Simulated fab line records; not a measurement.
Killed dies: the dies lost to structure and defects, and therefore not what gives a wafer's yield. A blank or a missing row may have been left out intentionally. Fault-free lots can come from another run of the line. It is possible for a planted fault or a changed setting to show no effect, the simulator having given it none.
Which tool is to blame? | flow n5-finfet | route of 1938 steps, sampled at 1 step: 12 lots, 36 wafers

== WHAT THE GAUGES SHOWED, per wafer ==
N5_FIN_SAQP_CD_MEAS_27: target cd 20 nm.
lot  | measured    | on        | cd-nm (nm)
L075 | day 2 07:38 | cd-sem-02 | 20.33 20.33 20.48
L077 | day 2 17:44 | cd-sem-01 | 20.22 20.25 20.47
L079 | day 3 06:34 | cd-sem-01 | 20.52 20.44 20.32
L081 | day 3 19:23 | cd-sem-01 | 20.13 20.20 20.11
L083 | day 4 07:44 | cd-sem-02 | 19.74 20.42 20.13
L085 | day 4 17:59 | cd-sem-03 | 20.21 20.23 20.07
L087 | day 5 06:23 | cd-sem-02 | 20.11 20.71 20.29
L089 | day 5 18:53 | cd-sem-03 | 19.99 20.51 20.35
L091 | day 6 06:40 | cd-sem-02 | 20.42 20.44 20.34
L093 | day 6 18:07 | cd-sem-02 | 20.26 20.65 20.23
L095 | day 7 06:22 | cd-sem-01 | 20.44 20.47 20.35
L097 | day 7 17:42 | cd-sem-03 | 20.35 20.37 20.03

== WHICH TOOL RAN EACH LOT (tool, then ch and the chambers of the sampled wafers, then the start) ==
The record holds no process step before these readings.

== THE ANSWER, worked out from the rows above alone ==
Rule: the lots themselves supply what counts as usual. The widest of any qualifying gaps counts: lots, ordered by their means at a reading, are off when they make up no more than a third of the lots, leave a main group of 4 or more, and stand apart from it by 3 or more times the standard deviation of that group's means. A main group is skipped when, at the precision printed for the reading in the tables above, its means are all equal. Also off: a lot with no number at a reading for which 4 or more lots have one. Where the step has rows for the other lots, those lots are counted as sound.
No lot is off at any reading shown: from this, nothing can be told.

== WHAT THE SIMULATOR PUT IN ==
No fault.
